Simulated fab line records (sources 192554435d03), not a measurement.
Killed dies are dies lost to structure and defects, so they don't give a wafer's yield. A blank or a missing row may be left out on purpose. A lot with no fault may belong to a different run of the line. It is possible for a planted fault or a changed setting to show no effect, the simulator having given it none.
Chamber matching | flow n5_finfet | N5_BEOL_M10_VIA_ETCH_34 on rie_diel-01 has 4 sister chambers
The step etches SiCOH lowk in C4F6/O2, target depth 184.5 nm, time 69.2 s. 8 wafers are shown with their chamber, then 9 later ones without.

== WAFERS PAIRED WITH THEIR CHAMBERS ==
wafer  | chamber | throttle_valve_pct (%) | showerhead_plenum_p_Torr (Torr)
L074.3 | 2       | 21.05                  | 2.94
L078.6 | 2       | 21.06                  | 2.93
L087.2 | 0       | 21.02                  | 2.76
L087.3 | 3       | 21.51                  | 2.92
L087.5 | 1       | 20.81                  | 2.77
L088.2 | 1       | 20.82                  | 2.77
L088.3 | 3       | 21.50                  | 2.92
L088.5 | 0       | 21.02                  | 2.76

== WAFERS WHOSE CHAMBER IS MISSING ==
wafer  | throttle_valve_pct (%) | showerhead_plenum_p_Torr (Torr)
L092.1 | 21.05                  | 2.92
L092.2 | 21.11                  | 2.92
L092.4 | 21.04                  | 2.75
L091.1 | 20.85                  | 2.77
L091.3 | 21.04                  | 2.75
L091.6 | 21.06                  | 2.92
L095.1 | 20.88                  | 2.76
L095.2 | 21.05                  | 2.75
L095.4 | 21.07                  | 2.92

== WHICH CHAMBER EACH WENT THROUGH ==
wafer  | from the rows above | in truth
L092.1 | 2                   | 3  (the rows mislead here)
L092.2 | 2                   | 2
L092.4 | 0                   | 0
L091.1 | 1                   | 1
L091.3 | 0                   | 0
L091.6 | 2                   | 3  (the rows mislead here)
L095.1 | 1                   | 1
L095.2 | 0                   | 0
L095.4 | 2                   | 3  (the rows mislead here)
Placed correctly: 6 of 9. Left unplaced by these rows: 0. Wrongly placed: 3.
How it was worked out, from the rows above alone: a wafer's distance from a chamber is the root of the sum, over the readings, of the square of ((its reading less the chamber's mean) divided by the reading's scatter). If the next closest chamber is less than 2 further off than the closest, the wafer can't be placed; otherwise it belongs to the closest. Each chamber's mean is taken over the wafers shown for it. How the scatter is found: for the shown wafers, subtract from each reading the mean of its chamber, square and add these, divide the total by (wafers less chambers), then take the root.
